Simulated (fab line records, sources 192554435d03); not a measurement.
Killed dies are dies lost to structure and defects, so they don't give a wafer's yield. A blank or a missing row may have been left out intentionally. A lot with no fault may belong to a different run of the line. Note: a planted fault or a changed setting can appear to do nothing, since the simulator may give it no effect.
Split-lot study -- flow n5 finfet -- 39 wafers read across 7 lots, on a route 1938 steps long

## ABOUT THE SPLIT
At N5_MOL_CONTACT_COAG_ETCH_106 (etches SOC in N2/H2, target depth 80 nm, overetch 16 nm, time 120 s), the setting target depth a was moved away from the recipe's 800 angstrom on 12 of the 39 wafers read, by -12.9% to +10.9%. All remaining wafers had this setting at the recipe value.

Reading taken at the split's own step.

## THE READING
SiARC_of_MOL_CONTACT_COAG_COAT_104.thk nm (the simulator's own value, which no gauge read), in nm, at N5_MOL_CONTACT_COAG_ETCH_106 (etches SOC in N2/H2, target depth 80 nm, overetch 16 nm, time 120 s). The file gives no usual value for it. Here, 27 wafers ran the recipe; their average is 6.3 nm with a standard deviation of 0.12 nm.

wafer,"tool, chamber at the split","target depth a as run, angstrom",against the recipe,"SiARC_of_MOL_CONTACT_COAG_COAT_104.thk nm, nm",against lot-mates on the recipe
L076.1,"rie diel-02, 1",696.6,-12.9%,7,+0.5
L076.6,"rie diel-02, 1",696.6,-12.9%,7,+0.5
L076.2,"rie diel-02, 3",800,recipe,6.6,-
L076.4,"rie diel-02, 3",800,recipe,6.6,-
L076.3,"rie diel-02, 2",696.6,-12.9%,6.8,+0.3
L076.5,"rie diel-02, 2",800,recipe,6.2,-
L080.1,"rie diel-06, 3",800,recipe,6.2,-
L080.2,"rie diel-06, 1,2,0,2,1",800,recipe,6.4,-
L080.3,"rie diel-06, 1,2,0,2,1",800,recipe,6.4,-
L080.4,"rie diel-06, 1,2,0,2,1",800,recipe,6.4,-
L080.5,"rie diel-06, 1,2,0,2,1",800,recipe,6.4,-
L080.6,"rie diel-06, 1,2,0,2,1",800,recipe,6.4,-
L081.1,"rie diel-06, 2,0,0",800,recipe,6.4,-
L081.2,"rie diel-06, 2,0,0",800,recipe,6.4,-
L081.6,"rie diel-06, 2,0,0",800,recipe,6.4,-
L081.3,"rie diel-06, 3,1,3",800,recipe,6.2,-
L081.4,"rie diel-06, 3,1,3",800,recipe,6.2,-
L081.5,"rie diel-06, 3,1,3",800,recipe,6.2,-
L082.1,"rie diel-04, 0,1",800,recipe,6.4,-
L082.4,"rie diel-04, 0,1",800,recipe,6.4,-
L082.2,"rie diel-04, 3",800,recipe,6.2,-
L082.3,"rie diel-04, 2",705.1,-11.9%,6.8,+0.5
L082.5,"rie diel-04, 2",705.1,-11.9%,6.8,+0.5
L082.6,"rie diel-04, 1",705.1,-11.9%,7,+0.7
L091.1,"rie diel-04, 3,0",800,recipe,6.4,-
L091.4,"rie diel-04, 3,0",800,recipe,6.4,-
L091.3,"rie diel-04, 2",800,recipe,6.2,-
L092.1,"rie diel-06, 1",769.9,-3.8%,6.4,+0.1
L092.2,"rie diel-06, 2,0",769.9,-3.8%,6.6,+0.3
L092.5,"rie diel-06, 2,0",769.9,-3.8%,6.6,+0.3
L092.3,"rie diel-06, 0,1",800,recipe,6.4,-
L092.6,"rie diel-06, 0,1",800,recipe,6.4,-
L092.4,"rie diel-06, 3",800,recipe,6.2,-
L095.1,"rie diel-04, 3,0,2",800,recipe,6.2,-
L095.3,"rie diel-04, 3,0,2",800,recipe,6.2,-
L095.4,"rie diel-04, 3,0,2",800,recipe,6.2,-
L095.2,"rie diel-04, 1",887.2,+10.9%,5.8,-0.4
L095.5,"rie diel-04, 1,0",887.2,+10.9%,5.6,-0.6
L095.6,"rie diel-04, 1,0",887.2,+10.9%,5.6,-0.6
The file does not say which wafer passed through which chamber wherever a row lists several chambers: such a row stands for several wafers.

THE FIT
A straight line over all 39 wafers: SiARC_of_MOL_CONTACT_COAG_COAT_104.thk nm changes by -0.0509 nm for each +1% of target depth a; r = -0.92; the points scatter about the line by 0.12 nm.
The same after taking each lot's own level away (the mean of its wafers on the recipe; 39 wafers): -0.0432 nm for each +1%; r = -0.92; scatter 0.11 nm.
The reading moves by 0.56 nm for the largest change in target depth a, on that fit.
From 6.20 to 6.47 nm: that is the span of the lots' own levels, equal to 2.2 times the standard deviation above.
So the slope is not independent of the lot-to-lot level: the two fits are not the same.
Check: +0.554 nm against its lot-mates is what the line predicts for one of the wafers moved furthest among these (-12.9%) when that wafer is left out of the fit. Against them it came out at +0.533 nm.

## THE OTHER SPLITS THESE WAFERS WENT THROUGH
Note: prior to the reading, these wafers also went through further splits. Each is held against what the fit with the lots' levels taken away leaves over:
other split on the same wafers,wafers away from the commonest value,r with SiARC_of_MOL_CONTACT_COAG_COAT_104.thk nm (lot level and that fit taken away)
N5_DUMMY_GATE_ETCH_37 source w,15,+0.11
N5_DUMMY_GATE_ETCH_42 bias w,12,+0.10
N5_HKMG_FIN_ETCH_55 bias w,18,+0.08
N5_GATE_CUT_ETCH_56 icp w,9,+0.04

## FILE'S OWN FIT
SiARC_of_MOL_CONTACT_COAG_COAT_104.thk nm changes by -0.0429 nm for each +1% of target depth a, r = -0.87.
